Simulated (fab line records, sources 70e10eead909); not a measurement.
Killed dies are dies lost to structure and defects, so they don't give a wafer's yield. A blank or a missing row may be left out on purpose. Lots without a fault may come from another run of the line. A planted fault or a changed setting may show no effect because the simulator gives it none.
Which tool did it? | flow nand_harc | 14 lots, 42 wafers sampled, at 5 steps of a route of 1302

WHAT THE GAUGES READ, wafer by wafer
NHARC_THIN_TSV_CD_MEAS_16.
lot  | measured     | on        | cd_nm (nm)
L832 | day 24 08:04 | cd_sem-02 | 997.1 996.6 999.0
L834 | day 23 17:41 | cd_sem-03 | 999.8 1002.0 1000.1
L835 | day 25 11:50 | cd_sem-03 | 997.9 1001.0 999.4
L836 | day 25 10:40 | cd_sem-03 | 1000.3 999.4 999.2
L837 | day 26 06:05 | cd_sem-03 | 999.6 999.5 998.7
L838 | day 25 13:04 | cd_sem-02 | 1001.9 1001.7 999.8
L839 | day 26 20:05 | cd_sem-01 | 1000.5 999.4 1001.8
L840 | day 27 15:17 | cd_sem-01 | 1000.6 999.4 1000.5
L841 | day 27 14:04 | cd_sem-01 | 1001.9 999.8 998.6
L842 | day 27 18:22 | cd_sem-03 | 1000.2 1001.6 1000.8
L843 | day 28 08:28 | cd_sem-03 | 999.0 998.3 1001.7
L845 | day 29 06:49 | cd_sem-01 | 998.6 1000.0 1001.6
L846 | day 29 05:35 | cd_sem-03 | 997.0 998.7 997.7
L848 | day 30 01:09 | cd_sem-01 | 1000.2 1000.9 1000.6

NHARC_END_SORT_01.
lot  | measured     | on        | defect_limited_yield (%) | killed_at_array | killed_at_other | killed_at_periphery | killed_dies | killed_open | killed_short
L832 | day 24 23:42 | prober-02 | 92 94 93                 | 52 39 47        | 2 1 0           | 1 2 1               | 55 42 48    | 2 2 4       | 6 2 2
L834 | day 24 09:13 | prober-01 | 87 88 89                 | 82 81 69        | 2 0 0           | 1 0 3               | 85 81 72    | 2 0 5       | 2 5 5
L835 | day 26 09:13 | prober-02 | 96 96 94                 | 23 23 30        | 0 0 1           | 4 4 7               | 27 27 38    | 8 3 7       | 3 4 2
L836 | day 26 00:51 | prober-01 | 88 91 90                 | 82 57 66        | 1 2 4           | 1 2 1               | 84 61 71    | 5 2 1       | 1 3 2
L837 | day 26 20:16 | prober-01 | 86 88 91                 | 85 75 54        | 1 1 1           | 6 7 5               | 92 83 60    | 4 5 4       | 8 2 1
L838 | day 26 02:19 | prober-02 | 89 90 88                 | 74 67 76        | 0 1 3           | 3 0 5               | 77 68 84    | 4 1 5       | 2 1 3
L839 | day 27 10:53 | prober-02 | 89 87 90                 | 69 81 65        | 1 6 4           | 6 4 2               | 76 91 71    | 1 5 5       | 3 2 2
L840 | day 28 04:38 | prober-02 | 91 91 90                 | 52 57 68        | 4 0 1           | 4 3 1               | 60 60 70    | 7 2 3       | 0 2 4
L841 | day 28 06:11 | prober-01 | 87 90 87                 | 75 65 88        | 4 0 1           | 6 2 1               | 85 67 90    | 2 2 1       | 3 2 3
L842 | day 28 14:04 | prober-01 | 94 96 94                 | 40 23 37        | 2 1 1           | 2 2 1               | 44 26 39    | 3 3 7       | 2 1 4
L843 | day 29 01:17 | prober-02 | 91 93 93                 | 47 47 42        | 3 0 0           | 8 2 5               | 58 49 47    | 5 0 2       | 4 2 3
L845 | day 29 19:11 | prober-02 | 90 84 82                 | 20 17 22        | 0 0 0           | 48 92 102           | 68 109 124  | 6 2 7       | 2 2 2
L846 | day 30 02:55 | prober-02 | 90 87 87                 | 69 87 87        | 0 2 1           | 2 1 2               | 71 90 90    | 2 2 5       | 1 5 4
L848 | day 30 15:24 | prober-02 | 87 81 81                 | 34 31 19        | 1 0 0           | 52 99 107           | 87 130 126  | 5 5 1       | 3 3 1

WHICH TOOL RAN EACH LOT (tool, then ch and the chambers of the sampled wafers, then the start)
lot  | NHARC_P_M2_PVD_20            | NHARC_THIN_TSV_PVD_19                   | NHARC_THIN_TSV_DEGAS_53
L832 | pvd_sputter-03, day 7 01:10  | pvd_sputter-02, day 24 11:52 or earlier | pvd_sputter-02, day 24 11:52
L834 | pvd_sputter-02, day 7 05:48  | pvd_sputter-01, day 23 21:28 or earlier | pvd_sputter-03, day 23 21:28
L835 | pvd_sputter-01, day 7 12:41  | pvd_sputter-02, day 25 15:40 or earlier | pvd_sputter-02, day 25 15:40
L836 | pvd_sputter-02, day 8 02:07  | pvd_sputter-02, day 25 14:36 or earlier | pvd_sputter-02, day 25 14:36
L837 | pvd_sputter-03, day 8 20:41  | pvd_sputter-02, day 26 09:52 or earlier | pvd_sputter-03, day 26 09:52
L838 | pvd_sputter-01, day 8 21:29  | pvd_sputter-03, day 25 17:02 or earlier | pvd_sputter-02, day 25 17:02
L839 | pvd_sputter-03, day 9 15:15  | pvd_sputter-03, day 26 23:52 or earlier | pvd_sputter-02, day 26 23:52
L840 | pvd_sputter-02, day 9 15:32  | pvd_sputter-03, day 27 19:07 or earlier | pvd_sputter-03, day 27 19:07
L841 | pvd_sputter-03, day 10 03:47 | pvd_sputter-03, day 27 18:19 or earlier | pvd_sputter-03, day 27 18:19
L842 | pvd_sputter-02, day 10 19:02 | pvd_sputter-03, day 27 22:10 or earlier | pvd_sputter-01, day 27 22:10
L843 | pvd_sputter-02, day 11 02:55 | pvd_sputter-03, day 28 12:38 or earlier | pvd_sputter-03, day 28 12:38
L845 | pvd_sputter-02, day 12 10:23 | pvd_sputter-03, day 29 10:41 or earlier | pvd_sputter-01, day 29 10:41
L846 | pvd_sputter-03, day 12 11:22 | pvd_sputter-02, day 29 09:23 or earlier | pvd_sputter-01, day 29 09:23
L848 | pvd_sputter-02, day 13 06:45 | pvd_sputter-01, day 30 04:55 or earlier | pvd_sputter-02, day 30 04:55
- NHARC_P_M2_PVD_20: deposits TaN, target thk 5 nm, time 8.06 s.
- NHARC_THIN_TSV_PVD_19: deposits TaN, target thk 20 nm.
- NHARC_THIN_TSV_DEGAS_53: time 60 s.

WHAT THE TOOLS THEMSELVES READ (means of the sampled wafers that have a number; where no wafer has one, the mark that the record gives instead)
NHARC_P_M2_PVD_20.
lot  | tool           | substrate_temp_c (C) | throttle_valve_pct (%)
L832 | pvd_sputter-03 | 49.94                | 30.1
L834 | pvd_sputter-02 | 50.02                | 29.7
L835 | pvd_sputter-01 | 50.01                | 30.3
L836 | pvd_sputter-02 | 50.02                | 29.3
L837 | pvd_sputter-03 | 49.82                | 30.6
L838 | pvd_sputter-01 | 49.94                | 31.4
L839 | pvd_sputter-03 | 49.94                | 30.2
L840 | pvd_sputter-02 | 49.94                | 29.5
L841 | pvd_sputter-03 | 49.97                | 30.5
L842 | pvd_sputter-02 | 49.95                | 29.5
L843 | pvd_sputter-02 | 50.05                | 28.8
L845 | pvd_sputter-02 | 50.05                | 30.0
L846 | pvd_sputter-03 | 49.94                | 30.9
L848 | pvd_sputter-02 | 50.13                | 30.7

NHARC_THIN_TSV_PVD_19.
lot  | tool           | throttle_valve_pct (%)
L832 | pvd_sputter-02 | 30.6
L834 | pvd_sputter-01 | 30.5
L835 | pvd_sputter-02 | 29.8
L836 | pvd_sputter-02 | 31.4
L837 | pvd_sputter-02 | 30.4
L838 | pvd_sputter-03 | 30.6
L839 | pvd_sputter-03 | 30.6
L840 | pvd_sputter-03 | 30.4
L841 | pvd_sputter-03 | 30.2
L842 | pvd_sputter-03 | 31.1
L843 | pvd_sputter-03 | 30.5
L845 | pvd_sputter-03 | 31.0
L846 | pvd_sputter-02 | 29.3
L848 | pvd_sputter-01 | 30.6

NHARC_THIN_TSV_DEGAS_53.
lot  | tool           | heater_power_w (W)
L832 | pvd_sputter-02 | 420
L834 | pvd_sputter-03 | 442
L835 | pvd_sputter-02 | 431
L836 | pvd_sputter-02 | 475
L837 | pvd_sputter-03 | 456
L838 | pvd_sputter-02 | 438
L839 | pvd_sputter-02 | 399
L840 | pvd_sputter-03 | 442
L841 | pvd_sputter-03 | 443
L842 | pvd_sputter-01 | 491
L843 | pvd_sputter-03 | 438
L845 | pvd_sputter-01 | 487
L846 | pvd_sputter-01 | 462
L848 | pvd_sputter-02 | 475

THE ANSWER, worked out from the rows above alone
Rule: what is usual is taken from the lots themselves. Put in order of their means at a reading, lots are off if they are a third of the lots or fewer, leave a main group of 4 or more, and stand apart from it by a gap of 3 or more times the standard deviation of the main group's means; of several such gaps the widest counts. A main group whose means are all the same, to the digits that the tables above print for the reading, isn't used. A lot without any number at a reading at which 4 lots or more have one is off too. The other lots that the step has rows for count as sound. The gauges are gone through in route order, then the tools' own readings, and for those a lot's mean is taken as printed above. The first step at which some lot is off is used, and at that step the reading that is off furthest; a lot without a number counts as furthest.
Off: L845, L848, at NHARC_END_SORT_01 (killed_at_periphery). The main group: mean 3.0, standard deviation 1.6.
A tool fits if, at a process step before that reading, it ran every lot that is off, and no sound lot after the first of them. The gauges at NHARC_END_SORT_01 are tried like those tools. NHARC_THIN_TSV_PVD_19 gives no start for some lots, so the hours and the order of its lots are those of NHARC_THIN_TSV_DEGAS_53. One fits: pvd_sputter-02 at NHARC_P_M2_PVD_20. Its last sound lot is L843 (day 11 02:55), its first lot that is off L845 (day 12 10:23): a fault that began between those two fits.

WHAT THE SIMULATOR HAD PUT IN
Chamber particle source: pvd_sputter-02, from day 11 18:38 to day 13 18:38, at NHARC_P_M2_PVD_20. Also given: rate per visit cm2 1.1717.
Lots struck among those shown: L845, L848. The rule above found the same.
